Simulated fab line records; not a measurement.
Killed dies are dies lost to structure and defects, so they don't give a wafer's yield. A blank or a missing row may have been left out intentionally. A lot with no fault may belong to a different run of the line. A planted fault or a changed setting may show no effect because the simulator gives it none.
Matching of chambers ; flow n5Finfet ; 4 sister chambers for N5_BEOL_M6_STRIP_67 on rieDiel-04
The step strips in CF4. 8 wafers are shown with their chamber, then 10 later ones without.

EACH WAFER AND ITS CHAMBER
wafer;chamber;showerheadPlenumPTorr (Torr);throttleValvePct (%)
L076.6;0;1.75;13.28
L080.1;1;1.89;13.46
L080.5;2;1.85;14.05
L085.1;3;1.89;13.65
L085.4;0;1.74;13.33
L085.6;1;1.89;13.48
L090.1;2;1.85;14.07
L090.2;3;1.89;13.64

WAFERS WITH NO CHAMBER GIVEN
wafer;showerheadPlenumPTorr (Torr);throttleValvePct (%)
L090.3;1.89;13.51
L092.1;1.89;13.52
L092.2;1.84;14.09
L092.3;1.74;13.35
L091.1;1.84;14.11
L091.4;1.89;13.66
L091.6;1.89;13.51
L097.1;1.88;13.69
L097.4;1.74;13.37
L097.6;1.88;13.54

EACH ONE'S CHAMBER
wafer;from the rows above;in truth
L090.3;1;1
L092.1;1;1
L092.2;2;2
L092.3;0;0
L091.1;2;2
L091.4;3;3
L091.6;1;1
L097.1;3;3
L097.4;0;0
L097.6;can't be placed: 1 or 3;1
Correct placement for 9 of the 10. Can't be placed from these rows: 1 (the true chamber is among the candidates in 1). Placed wrongly: 0.
How it was worked out, from the rows above alone: a wafer's distance from a chamber is the root of the sum, over the readings, of the square of ((its reading less the chamber's mean) divided by the reading's scatter). If the next closest chamber is less than 2 further off than the closest, the wafer can't be placed; otherwise it belongs to the closest. Each chamber's mean is taken over the wafers shown for it. The scatter is the square root of a quotient: the sum, over the shown wafers, of each reading's squared deviation from its chamber's mean, divided by wafers minus chambers.
